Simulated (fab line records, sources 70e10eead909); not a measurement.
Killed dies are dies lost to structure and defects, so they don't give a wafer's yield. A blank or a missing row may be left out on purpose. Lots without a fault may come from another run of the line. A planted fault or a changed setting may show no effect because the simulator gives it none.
A struck lot beside a sound one | flow nand_harc | 30 steps out of a route of 1302
Sound: wafers L871.3, L871.4, L871.6. Struck: wafers L882.3, L882.4, L882.6. The cause comes at the end.
At each step with rows: each side's tool, then ch and its chambers, then its first start. Under that, the readings that differ: sound wafers | struck wafers | difference of the means | sigmas: that difference in standard deviations of wafers without a fault.
alike: readings whose means differ by less than 2 such deviations, and words and numbers that are the same on both sides. not compared: withheld readings, readings that some wafer has no value for, bounds like >300 that may hide the same value, and numbers for which the record gives no deviation and whose values overlap.
The two part at a step that has a row with sigmas, a row that says differs or no value, or rows on one side only. Numbers that don't overlap but have no deviation are shown without sigmas and don't part them. A reading that every wafer of one side lacks parts them only if that side has two wafers or more.

first, 2 steps without rows for these wafers: NHARC_A_CHANNEL_HOLE_D1_PEB_08 (peb time 65 s); NHARC_A_CHANNEL_HOLE_D1_DEVELOP_09 (develop time 35 s).
NHARC_A_CHANNEL_HOLE_D1_CD_MEAS_10: target cd 100 nm.
  sound on cd_sem-02 ch 0, day 8 17:03; struck on cd_sem-01 ch 0, day 13 03:38
  alike: cd_nm
NHARC_A_CHANNEL_HOLE_D1_OVL_MEAS_11:
  sound on overlay-02, day 8 17:08; struck on overlay-02, day 13 03:43
  reading           | sound          | struck      | difference | sigmas
  overlay_x_nm (nm) | -0.2 -0.8 -0.6 | 0.7 0.9 0.8 | +1.3       | +2
  alike: overlay_y_nm
NHARC_A_CHANNEL_HOLE_D1_INSPECT_12:
  sound on defect_inspect-01, day 8 17:10; struck on defect_inspect-02, day 13 03:45
  alike: raw_defect_count
NHARC_A_CHANNEL_HOLE_D1_DESCUM_15: chemistry O2, time 3 s.
  sound on rie_diel-08 ch 1,2, day 8 17:14; struck on rie_diel-08 ch 0,3, day 13 03:49
  alike: drypump_motor_current_A, oes_product_au, rf_vpp_V, showerhead_plenum_p_Torr, throttle_valve_pct
  not compared: rf_hours_counter_h
then, 4 steps without rows for these wafers: NHARC_A_CHANNEL_HOLE_D1_ETCH_38 (etches the open film in CF4, target depth 39 nm, time 65 s); NHARC_A_CHANNEL_HOLE_D1_ETCH_39 (etches the open film in N2/H2, target depth 260 nm, time 325 s); NHARC_A_CHANNEL_HOLE_D1_ETCH_34 (etches the open film in CF4/CHF3, target depth 154 nm, time 77 s); NHARC_A_CHANNEL_HOLE_D1_ETCH_16 (etches the open film in O2/COS, target depth 3100 nm, time 806 s).
NHARC_A_CHANNEL_HOLE_D1_CD_MEAS_18:
  sound on cd_sem-03, day 8 18:40; struck on cd_sem-02, day 13 04:55
  alike: cd_nm
then, 1 step without rows for these wafers: NHARC_A_CHANNEL_HOLE_D1_ETCH_19 (etches the open film in C4F8/O2/Ar, time 34.5 s).
NHARC_A_CHANNEL_HOLE_D1_ETCH_20: etches the open film in C4F8/O2/Ar, time 361.9 s, target depth 1600 nm.
  sound on har_etch-01 ch 0,1, day 8 19:46; struck on har_etch-01 ch 0,1, day 13 05:37
  no value came back on the struck wafers for any of 6 readings (c4f8_flow_sccm (sccm), chamber_pressure_mTorr (mTorr) and others); on the sound wafers c4f8_flow_sccm (sccm) reads 89.40 89.23 89.49
  not compared: rf_hours_counter_h
then, 1 step without rows for these wafers: NHARC_A_CHANNEL_HOLE_D1_ETCH_21 (etches the open film in C4F8/O2/Ar, time 514.3 s, target depth 1600 nm).
NHARC_A_CHANNEL_HOLE_D1_ETCH_22: etches the open film in C4F8/O2/Ar, time 666.7 s, target depth 1600 nm.
  sound on har_etch-01 ch 0,1, day 8 20:37; struck on har_etch-01 ch 0,1, day 13 06:27
  alike: c4f8_flow_sccm, chamber_pressure_mTorr, drypump_motor_current_A, he_backside_leak_sccm, showerhead_plenum_p_Torr, throttle_valve_pct
  not compared: rf_hours_counter_h
NHARC_A_CHANNEL_HOLE_D1_ETCH_23: etches the open film in C4F8/O2/Ar, time 819 s, target depth 1600 nm.
  sound on har_etch-01 ch 0,1, day 8 21:13; struck on har_etch-01 ch 0,1, day 13 07:04
  alike: c4f8_flow_sccm, chamber_pressure_mTorr, drypump_motor_current_A, he_backside_leak_sccm, showerhead_plenum_p_Torr, throttle_valve_pct
  not compared: rf_hours_counter_h
then, 1 step without rows for these wafers: NHARC_A_CHANNEL_HOLE_D1_ETCH_24 (etches the open film in C4F8/O2/Ar, time 906.2 s, target depth 1500 nm).
NHARC_A_CHANNEL_HOLE_D1_ETCH_25: etches the open film in C4F8/O2/Ar, time 1040.2 s, target depth 1500 nm.
  sound on har_etch-01 ch 0,1, day 8 22:46; struck on har_etch-01 ch 0,1, day 13 08:35
  alike: c4f8_flow_sccm, chamber_pressure_mTorr, drypump_motor_current_A, he_backside_leak_sccm, showerhead_plenum_p_Torr, throttle_valve_pct
  not compared: rf_hours_counter_h
NHARC_A_CHANNEL_HOLE_D1_ETCH_26: etches the open film in C4F8/O2/Ar, time 224.1 s, target depth 300 nm.
  sound on har_etch-01 ch 0,1, day 8 23:25; struck on har_etch-01 ch 0,1, day 13 09:14
  alike: bias_v, c4f8_flow_sccm, drypump_motor_current_A, he_backside_leak_sccm, showerhead_plenum_p_Torr, throttle_valve_pct
  not compared: rf_hours_counter_h
then, 4 steps without rows for these wafers: NHARC_A_CHANNEL_HOLE_D1_ETCH_33 (etches the open film in C4F8/O2/Ar, time 90 s, target depth 400 nm); NHARC_A_CHANNEL_HOLE_D1_STRIP_41 (strips in N2/H2); NHARC_A_CHANNEL_HOLE_D1_STRIP_42 (strips in CF4/CHF3); NHARC_A_CHANNEL_HOLE_D1_STRIP_43 (strips in O2/COS).
NHARC_A_CHANNEL_HOLE_D1_ETCH_44: etches the open film in CF4/O2, target depth 140 nm, overetch 14 nm, time 77 s.
  sound on rie_diel-09 ch 0,2,3, day 9 00:19; struck on rie_diel-03 ch 1,3, day 13 10:07
  reading                            | sound            | struck            | difference | sigmas
  model.A_CHANNEL_HOLE_D1.cd_nm (nm) | 89.8 88.27 88.79 | 98.61 95.29 99.68 | +8.91      |
  alike: bias_w, cf4_flow_sccm, drypump_motor_current_A, oes_ar_750_au, oes_product_au, rf_vpp_V, showerhead_plenum_p_Torr, throttle_valve_pct
  not compared: rf_hours_counter_h
then, 3 steps without rows for these wafers: NHARC_A_CHANNEL_HOLE_D1_STRIP_27 (strips in O2); NHARC_A_CHANNEL_HOLE_D1_PRECLEAN_28 (cleans in SC1); NHARC_A_CHANNEL_HOLE_D1_SRD_29.
NHARC_A_CHANNEL_HOLE_D1_CD_MEAS_30:
  sound on cd_sem-02, day 9 01:08; struck on cd_sem-02, day 13 10:55
  reading    | sound          | struck      | difference | sigmas
  cd_nm (nm) | 90.3 88.0 88.9 | 0.4 0.4 0.7 | -88.6      | -68
NHARC_A_CHANNEL_HOLE_D1_XSEM_31:
  sound on xsem-01 ch 0, day 9 01:13; struck on xsem-02 ch 0, day 13 11:01
  reading        | sound          | struck         | difference | sigmas
  bot_cd_nm (nm) | 74.2 71.7 73.0 | 0.6 0.0 0.8    | -72.5      | -48
  bow_nm (nm)    | 8.74 8.77 8.75 | 0.45 0.46 0.46 | -8.30      | -29
  alike: tilt_deg
NHARC_A_CHANNEL_HOLE_D1_INSPECT_40:
  sound on defect_inspect-01, day 9 01:19; struck on defect_inspect-01, day 13 11:06
  alike: raw_defect_count

WHERE THEY PART
First at NHARC_A_CHANNEL_HOLE_D1_OVL_MEAS_11; last, within this record, at NHARC_A_CHANNEL_HOLE_D1_XSEM_31. Later steps at which nothing parts them and some readings are alike: NHARC_A_CHANNEL_HOLE_D1_INSPECT_40.

WHY: what the simulator had put in
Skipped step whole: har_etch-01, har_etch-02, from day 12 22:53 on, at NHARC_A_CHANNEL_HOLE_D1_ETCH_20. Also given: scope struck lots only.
